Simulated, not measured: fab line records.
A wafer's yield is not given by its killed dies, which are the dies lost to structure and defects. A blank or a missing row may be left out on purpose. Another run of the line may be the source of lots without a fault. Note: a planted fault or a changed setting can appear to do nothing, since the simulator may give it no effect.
The tool behind it: which one?	flow n5_finfet	Sampling: 13 lots, 37 wafers, 5 of 1938 route steps

WHAT THE GAUGES READ, wafer by wafer
N5_BEOL_M4_OCD_MEAS_38.
lot	measured	on	trench_depth_nm (nm)
L887	day 13 14:07	ocd-02	57.2 53.8 57.6
L890	day 14 00:11	ocd-02	55.0 55.1 54.5
L889	day 14 15:48	ocd-01	56.1 53.3 54.1
L891	day 15 12:41	ocd-01	53.1 53.3 56.1
L892	day 15 20:31	ocd-02	54.6 56.0 56.6
L888	day 16 07:05	ocd-01	55.9 57.1 54.1
L893	day 16 23:01	ocd-02	54.3 57.2 56.9
L894	day 17 03:04	ocd-01	56.9 56.9 53.8
L899	day 17 08:42	ocd-01	53.9 56.3 53.8
L903	day 17 09:10	ocd-02	56.4 56.2 57.2
L900	day 17 21:42	ocd-01	56.0 53.9 56.2
L905	day 18 21:52	ocd-02	53.9 57.4
L906	day 19 22:40	ocd-02	55.3 56.3

N5_BEOL_M4_RC_MEAS_101.
lot	measured	on	DIBL_N (mV/V)	DIBL_P (mV/V)	IOFF_N (nA/um)	IOFF_P (nA/um)	ION_N (uA/um)	ION_P (uA/um)	SS_N (mV/dec)	SS_P (mV/dec)	VT_N (mV)	VT_P (mV)
L887	day 13 18:17	prober-01	34.5 35.5 36.9	34.8 36.2 37.5	0.12 0.15 0.17	0.19 0.21 0.24	645 676 672	443 459 464	70.6 71.5 71.9	73.0 72.9 73.6	255 250 248	-254 -250 -250
L890	day 14 04:38	prober-01	33.3 34.9 34.7	32.8 34.0 33.7	0.11 0.13 0.12	0.16 0.17 0.18	662 662 667	455 452 458	71.1 71.9 71.4	72.4 72.8 73.2	254 253 253	-253 -253 -254
L889	day 14 20:15	prober-02	35.0 37.2 33.3	34.9 37.6 33.1	0.13 0.18 0.12	0.16 0.21 0.15	664 681 653	447 462 454	71.4 71.7 71.0	72.5 73.3 72.2	252 248 254	-256 -254 -256
L891	day 15 17:04	prober-01	35.7 34.6 37.6	34.5 32.7 36.9	0.15 0.13 0.18	0.21 0.18 0.25	672 667 672	464 461 468	71.4 71.2 71.8	72.7 72.6 73.6	247 252 249	-250 -251 -246
L892	day 16 00:29	prober-02	36.1 38.3 38.4	32.6 34.5 35.5	0.14 0.16 0.17	0.18 0.21 0.22	660 658 670	455 450 461	72.3 72.0 72.3	73.0 73.9 73.8	251 249 246	-251 -250 -249
L888	day 16 11:36	prober-01	35.1 35.5 35.7	33.8 34.0 34.8	0.14 0.16 0.15	0.18 0.19 0.19	665 670 668	460 458 456	70.7 71.3 70.7	72.5 72.5 72.8	251 248 248	-252 -252 -250
L893	day 17 03:42	prober-01	34.6 34.2 33.9	34.7 34.0 34.0	0.12 0.12 0.12	0.17 0.17 0.17	643 657 644	449 455 451	70.8 70.2 70.4	71.9 72.0 72.1	258 255 256	-252 -253 -254
L894	day 17 06:56	prober-01	36.9 35.9 35.8	37.6 36.5 36.0	0.16 0.14 0.15	0.21 0.19 0.19	680 666 677	470 454 464	71.3 71.4 71.4	73.9 73.9 73.5	251 252 252	-251 -253 -252
L899	day 17 15:24	prober-02	32.8 33.6 33.8	34.8 34.3 34.6	0.14 0.14 0.15	0.19 0.19 0.19	667 663 670	465 459 458	71.3 71.6 70.6	72.9 72.9 73.2	251 252 249	-252 -251 -252
L903	day 17 15:31	prober-01	37.4 37.3 37.7	38.2 37.3 38.8	0.19 0.18 0.20	0.24 0.22 0.25	678 671 686	453 457 466	71.8 71.7 72.4	73.9 74.1 74.2	245 247 246	-246 -250 -248
L900	day 18 02:15	prober-01	36.0 35.0 37.1	37.2 37.0 38.1	0.16 0.15 0.18	0.17 0.16 0.17	667 668 681	454 454 448	71.8 71.6 72.0	73.1 73.7 73.1	253 251 248	-256 -255 -254
L905	day 19 02:43	prober-01	38.3 33.9	38.7 33.4	0.21 0.12	0.26 0.17	685 672	470 462	71.5 70.7	73.5 72.6	246 252	-245 -253
L906	day 20 04:23	prober-01	37.8 35.0	36.4 33.0	0.16 0.11	0.20 0.16	659 663	456 457	72.2 71.0	74.3 72.4	248 254	-253 -254

EACH LOT AND THE TOOL THAT RAN IT (in order: tool; ch and the chambers of the sampled wafers; start)
lot	N5_BEOL_M4_CVD_47	N5_BEOL_M4_ANNEAL_80	N5_BEOL_M4_ANNEAL_87
L887	cvd_co-01 ch 0,1,2, day 13 15:11	pvd_sputter-03, day 13 15:38	pvd_sputter-03, day 13 16:05
L890	cvd_co-02 ch 0,1, day 14 01:16	pvd_sputter-03, day 14 01:46	pvd_sputter-03, day 14 02:12
L889	cvd_co-01 ch 1,2, day 14 17:04	pvd_sputter-01, day 14 17:32	pvd_sputter-01, day 14 17:59
L891	cvd_co-02 ch 0,1,2, day 15 13:22	pvd_sputter-01, day 15 13:52	pvd_sputter-01, day 15 14:20
L892	cvd_co-02 ch 0,1, day 15 21:15	pvd_sputter-01, day 15 21:43	pvd_sputter-01, day 15 22:09
L888	cvd_co-01 ch 0,1,2, day 16 08:24	pvd_sputter-02, day 16 08:53	pvd_sputter-02, day 16 09:19
L893	cvd_co-02 ch 0,1, day 17 00:14	pvd_sputter-01, day 17 00:58	pvd_sputter-01, day 17 01:24
L894	cvd_co-02 ch 0,1,2, day 17 03:55	pvd_sputter-02, day 17 04:23	pvd_sputter-02, day 17 04:49
L899	cvd_co-01 ch 1,2, day 17 10:18	pvd_sputter-03, day 17 12:40	pvd_sputter-03, day 17 13:06
L903	cvd_co-01 ch 0,1, day 17 10:28	pvd_sputter-02, day 17 12:44	pvd_sputter-02, day 17 13:10
L900	cvd_co-01 ch 0,1,2, day 17 22:50	pvd_sputter-01, day 17 23:23	pvd_sputter-01, day 17 23:49
L905	cvd_co-01 ch 0,2, day 18 22:59	pvd_sputter-02, day 18 23:50	pvd_sputter-02, day 19 00:17
L906	cvd_co-01 ch 0,1, day 20 00:52	pvd_sputter-01, day 20 01:22	pvd_sputter-01, day 20 01:49
- N5_BEOL_M4_CVD_47: deposits Co from CCTBA/H2, target thk 3 nm, time 223.8 s.
- N5_BEOL_M4_ANNEAL_80: time 240 s.
- N5_BEOL_M4_ANNEAL_87: time 240 s.

WHAT THE TOOLS THEMSELVES READ (means of the sampled wafers that have a number; where no wafer has one, the mark that the record gives instead)
N5_BEOL_M4_CVD_47.
lot	tool	run_length_s (s)
L887	cvd_co-01	246.6
L890	cvd_co-02	246.3
L889	cvd_co-01	246.5
L891	cvd_co-02	247.0
L892	cvd_co-02	246.6
L888	cvd_co-01	246.6
L893	cvd_co-02	412.7
L894	cvd_co-02	412.9
L899	cvd_co-01	246.3
L903	cvd_co-01	246.5
L900	cvd_co-01	246.6
L905	cvd_co-01	247.6
L906	cvd_co-01	246.8

N5_BEOL_M4_ANNEAL_80.
lot	tool	heater_power_w (W)
L887	pvd_sputter-03	851
L890	pvd_sputter-03	875
L889	pvd_sputter-01	908
L891	pvd_sputter-01	830
L892	pvd_sputter-01	832
L888	pvd_sputter-02	898
L893	pvd_sputter-01	864
L894	pvd_sputter-02	872
L899	pvd_sputter-03	797
L903	pvd_sputter-02	838
L900	pvd_sputter-01	848
L905	pvd_sputter-02	798
L906	pvd_sputter-01	832

N5_BEOL_M4_ANNEAL_87.
lot	tool	heater_power_w (W)
L887	pvd_sputter-03	852
L890	pvd_sputter-03	864
L889	pvd_sputter-01	901
L891	pvd_sputter-01	829
L892	pvd_sputter-01	826
L888	pvd_sputter-02	880
L893	pvd_sputter-01	866
L894	pvd_sputter-02	861
L899	pvd_sputter-03	798
L903	pvd_sputter-02	866
L900	pvd_sputter-01	855
L905	pvd_sputter-02	801
L906	pvd_sputter-01	845

THE ANSWER, worked out from the rows above alone
Rule: the usual values come from the lots themselves. Put in order of their means at a reading, lots are off if they are a third of the lots or fewer, leave a main group of 4 or more, and stand apart from it by a gap of 3 or more times the standard deviation of the main group's means; of several such gaps the widest counts. If all means in a main group match to the digits the tables above print for the reading, that group is not used. A lot without any number at a reading at which 4 lots or more have one is off too. The other lots that the step has rows for count as sound. After the gauges, taken in route order, come the tools' own readings; for these a lot's mean is taken, as printed above. The first step at which some lot is off is used, and at that step the reading that is off furthest; a lot without a number counts as furthest.
Off, at N5_BEOL_M4_CVD_47 on run_length_s: L893, L894. Main group: mean 246.7 s, sd 0.35.
If a tool, at that step or one of the process steps before it, ran each lot that is off and ran no sound lot following the first of them, it fits. One fits: N5_BEOL_M4_CVD_47 on cvd_co-02. Its last sound lot is L892 (day 15 21:15), its first lot that is off L893 (day 17 00:14): a fault that began between those two fits.
On the lots that are off, the tool's own readings at N5_BEOL_M4_CVD_47 differ by more than 5 times the standard deviation of the sound lots' means, which bears it out; run_length_s reads 412.8 s there versus 246.7 s on the sound lots.

WHAT THE SIMULATOR HAD PUT IN
Drift in process parameters on cvd_co-02 at N5_BEOL_M4_CVD_47, starting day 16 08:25. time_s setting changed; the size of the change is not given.
Shown lots that were struck: L893, L894. This agrees with what the rule above found.
